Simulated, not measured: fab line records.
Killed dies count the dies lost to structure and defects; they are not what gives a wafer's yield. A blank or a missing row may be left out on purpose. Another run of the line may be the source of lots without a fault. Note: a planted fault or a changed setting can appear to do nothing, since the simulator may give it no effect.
A lot that was struck, set against a sound lot    flow n5 finfet    39 out of 1938 route steps
Sound: wafers L322.1, L322.2, L322.5. Struck: wafers L331.1, L331.5, L331.6. The cause is given at the end.
Each step with rows lists, per side, the tool, then ch with its chambers, then its first start. Under that, the readings that differ: sound wafers    struck wafers    difference of the means    sigmas: that difference in standard deviations of wafers without a fault.
alike: a reading whose means differ by less than 2 such deviations, as well as words and numbers matching on both sides. not compared: withheld readings; readings where some wafer has no value; bounds like >300 that might hide an equal value; numbers whose values overlap and for which the record gives no deviation.
Wherever a step has rows on one side only, a row that says differs or no value, or a row with sigmas, the two part there. When numbers do not overlap yet have no deviation, they are printed without sigmas and do not part them. A reading that every wafer of one side lacks parts them only if that side has two wafers or more.

first, 9 steps without rows for these wafers: N5_BEOL_M4_ANNEAL_95 (time 240 s); N5_BEOL_M4_SPUTTER_96 (material Cu, target thk 4.5 nm, time 8.29 s); N5_BEOL_M4_ECD_50 (material Cu, target thk 300 nm); N5_BEOL_M4_ANNEAL_51 (time 90 s); N5_BEOL_M4_CMP_52 (polishes, stops on SiOC, t overpolish 6.8 s, target thk 40 nm); N5_BEOL_M4_PRE_CLEAN_60 (time 15 s); N5_BEOL_M4_CO_CAP_55 (material Co, precursor CCTBA/H2, target thk 2 nm, time 102.1 s); N5_BEOL_M4_PRE_CLEAN_56 (time 15 s); N5_BEOL_M4_DEP_57 (deposits SiCN from 3MS/NH3, target thk 8 nm, time 14 s).
N5_BEOL_M4_RC_MEAS_101:
  sound on prober-02 ch 0, day 9 14:39; struck on prober-02 ch 0, day 11 20:43
  alike: DIBL_N, DIBL_P, IOFF_N, IOFF_P, ION_N, ION_P, SS_N, SS_P, VT_N, VT_P
then, 24 steps without rows for these wafers: N5_BEOL_M5_ILD_DEP_00 (deposits SiCOH lowk from DEMS/porogen, target thk 140.64 nm, time 25.9 s); N5_BEOL_M5_CURE_79 (cures SiCOH lowk, time 240 s); N5_BEOL_M5_PECVD_70 (deposits SiO2 from TEOS/O2, target thk 16 nm, time 18 s); N5_BEOL_M5_HM_DEP_02 (deposits TiN, target thk 20 nm); N5_BEOL_M5_COAT_59 (time 60 s, resist thk 60 nm); N5_BEOL_M5_COAT_60 (time 60 s, resist thk 12 nm); N5_BEOL_M5_COAT_71 (time 60 s, resist thk 5 nm); N5_BEOL_M5_COAT_05 (resist thk 30 nm); N5_BEOL_M5_EBR_07; N5_BEOL_M5_SOFTBAKE_06 (time 60 s); N5_BEOL_M5_EXPOSE_08 (exposes mask M5, target cd 28 nm); N5_BEOL_M5_PEB_09 (peb time 60 s); N5_BEOL_M5_DEVELOP_10 (develop time 30 s); N5_BEOL_M5_DESCUM_16 (chemistry O2, time 7 s); N5_BEOL_M5_ETCH_72 (etches underlayer in N2/H2, target depth 6.5 nm, time 5.2 s); N5_BEOL_M5_ETCH_61 (etches SiARC in CF4, target depth 15.6 nm, time 26 s); N5_BEOL_M5_ETCH_62 (etches SOC in N2/H2, target depth 75 nm, overetch 15 nm, time 112.5 s); N5_BEOL_M5_STRIP_63 (strips in N2/H2); N5_BEOL_M5_STRIP_73 (strips in N2/H2); N5_BEOL_M5_STRIP_64 (strips in CF4); N5_BEOL_M5_HM_OPEN_17 (chemistry Cl2/BCl3, target TiN, target depth 20 nm, overetch 6 nm); N5_BEOL_M5_STRIP_19 (strips in O2); N5_BEOL_M5_COAT_65 (time 60 s, resist thk 60 nm); N5_BEOL_M5_COAT_66 (time 60 s, resist thk 12 nm).
-- record jumps: 3 days separate the struck wafers' starts on either side; left off in module BEOL_M5, taken up again in module BEOL_M14, whose first shown step is the route's number 1767 --
N5_BEOL_M14_CMP_49: polishes, stops on SiO2, t overpolish 5.2 s, target thk 560 nm.
  sound on cmp-02 ch 0,1,3, day 13 02:52; struck on cmp-02 ch 0,1, day 15 02:49
  no value came back on the struck wafers for any of 7 readings (barrier field endpoint s (s), clearing platen down force psi (psi) and others); on the sound wafers barrier field endpoint s (s) reads 11.7 11.5 11.8
reading                                  sound            struck          difference  sigmas
model.Cu_of_BEOL_M14_ECD_47.thk nm (nm)  543.6 573.6 530  1249 1262 1246  +703        
N5_BEOL_M14_THK_MEAS_50: measures by xrf.
  sound on film metro-02, day 13 03:04; struck on film metro-02, day 15 03:04
reading       sound        struck          difference  sigmas
M14_THK (nm)  544 577 530  1253 1266 1252  +707        +35
N5_BEOL_M14_RS_MEAS_54: the measuring method here is four-point-probe.
  sound on film metro-01, day 13 03:15; struck on film metro-02, day 15 03:12
reading          sound                 struck                difference  sigmas
M14_RS (ohm/sq)  0.0343 0.0324 0.0352  0.0136 0.0134 0.0136  -0.0204     -17
N5_BEOL_M14_INSPECT_55: inspects for defects (darkfield).
  sound on defect inspect-02, day 13 03:16; struck on defect inspect-01, day 15 03:13
reading           sound     struck          difference  sigmas
raw defect count  82 64 44  6484 6318 6422  +6345       +99 or more
N5_PASSIVATION_PROBE_49:
  only the struck wafers here have rows in the record (prober-01, day 16 02:13); the sound ones have none

WHERE THEY PART
Last at N5_PASSIVATION_PROBE_49 as far as this record goes, first at N5_BEOL_M14_CMP_49.

WHY: the cause the simulator had injected
Skipped step whole: cmp-02, from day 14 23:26 on, at N5_BEOL_M14_CMP_49. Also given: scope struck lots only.
